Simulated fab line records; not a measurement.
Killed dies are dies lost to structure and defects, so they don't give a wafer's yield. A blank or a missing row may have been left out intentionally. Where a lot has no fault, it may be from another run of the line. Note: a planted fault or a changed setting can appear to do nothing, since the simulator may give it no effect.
The tool behind it: which one? || flow n5 finfet || 72 wafers sampled from 24 lots at 1 step of a route of 1938

WHAT THE GAUGES SHOWED, per wafer
N5_FIN_SAQP_CD_MEAS_37 targets a cd of 8 nm.
{"lot": "L074", "measured": "day 2 03:29", "on": "cd sem-02", "cd nm (nm)": "7.84 7.96 8.18"}
{"lot": "L075", "measured": "day 2 09:29", "on": "cd sem-01", "cd nm (nm)": "8.07 8.14 7.88"}
{"lot": "L076", "measured": "day 2 15:55", "on": "cd sem-03", "cd nm (nm)": "7.86 8.21 8.44"}
{"lot": "L077", "measured": "day 2 19:50", "on": "cd sem-01", "cd nm (nm)": "8.32 8.12 8.07"}
{"lot": "L078", "measured": "day 3 02:19", "on": "cd sem-01", "cd nm (nm)": "8.22 8.34 8.25"}
{"lot": "L079", "measured": "day 3 08:10", "on": "cd sem-02", "cd nm (nm)": "8.60 8.14 8.18"}
{"lot": "L080", "measured": "day 3 14:05", "on": "cd sem-03", "cd nm (nm)": "8.03 8.03 8.27"}
{"lot": "L081", "measured": "day 3 20:16", "on": "cd sem-03", "cd nm (nm)": "7.88 8.26 8.27"}
{"lot": "L082", "measured": "day 4 03:31", "on": "cd sem-03", "cd nm (nm)": "8.04 8.13 7.97"}
{"lot": "L083", "measured": "day 4 10:35", "on": "cd sem-01", "cd nm (nm)": "7.96 8.33 8.26"}
{"lot": "L084", "measured": "day 4 14:32", "on": "cd sem-01", "cd nm (nm)": "8.25 7.81 8.06"}
{"lot": "L085", "measured": "day 4 21:18", "on": "cd sem-03", "cd nm (nm)": "8.27 8.12 7.83"}
{"lot": "L086", "measured": "day 5 04:50", "on": "cd sem-01", "cd nm (nm)": "8.40 8.11 8.39"}
{"lot": "L087", "measured": "day 5 09:36", "on": "cd sem-03", "cd nm (nm)": "8.09 8.30 7.80"}
{"lot": "L088", "measured": "day 5 13:49", "on": "cd sem-01", "cd nm (nm)": "8.42 8.12 8.07"}
{"lot": "L089", "measured": "day 5 20:26", "on": "cd sem-01", "cd nm (nm)": "7.67 7.95 8.28"}
{"lot": "L090", "measured": "day 6 02:46", "on": "cd sem-03", "cd nm (nm)": "8.28 8.34 7.98"}
{"lot": "L091", "measured": "day 6 09:07", "on": "cd sem-02", "cd nm (nm)": "7.64 8.39 7.76"}
{"lot": "L092", "measured": "day 6 15:40", "on": "cd sem-01", "cd nm (nm)": "8.49 8.52 8.25"}
{"lot": "L093", "measured": "day 6 21:55", "on": "cd sem-03", "cd nm (nm)": "8.01 8.17 8.33"}
{"lot": "L094", "measured": "day 7 05:04", "on": "cd sem-03", "cd nm (nm)": "8.39 8.16 8.95"}
{"lot": "L095", "measured": "day 7 09:11", "on": "cd sem-01", "cd nm (nm)": "7.83 8.41 8.06"}
{"lot": "L096", "measured": "day 7 14:01", "on": "cd sem-03", "cd nm (nm)": "8.43 7.89 7.97"}
{"lot": "L097", "measured": "day 7 20:11", "on": "cd sem-02", "cd nm (nm)": "8.00 8.40 8.13"}

TOOL THAT RAN EACH LOT (tool first, then ch and the chambers of the sampled wafers, then the start)
There is no process step in the record ahead of these readings.

WHAT THE TOOLS THEMSELVES READ (means of the sampled wafers that have a number; where no wafer has one, the mark that the record gives instead)
The record holds no such reading with a usual standard deviation.

THE ANSWER, worked out from the rows above alone
Rule: the usual values come from the lots themselves. The widest of any qualifying gaps counts: lots, ordered by their means at a reading, are off when they make up no more than a third of the lots, leave a main group of 4 or more, and stand apart from it by 3 or more times the standard deviation of that group's means. If all means in a main group match to the digits the tables above print for the reading, that group is not used. Also off: a lot with no number at a reading for which 4 or more lots have one. Any other lot the step has rows for is counted as sound. Order of review: gauges by route order, followed by the tools' own readings, for which a lot's mean as printed above is used. At the first step where some lot is off, the reading lying furthest off is the one used; lots without a number count as furthest.
No lot is off on any of the readings shown, so nothing can be concluded from this.

WHAT THE SIMULATOR PUT IN
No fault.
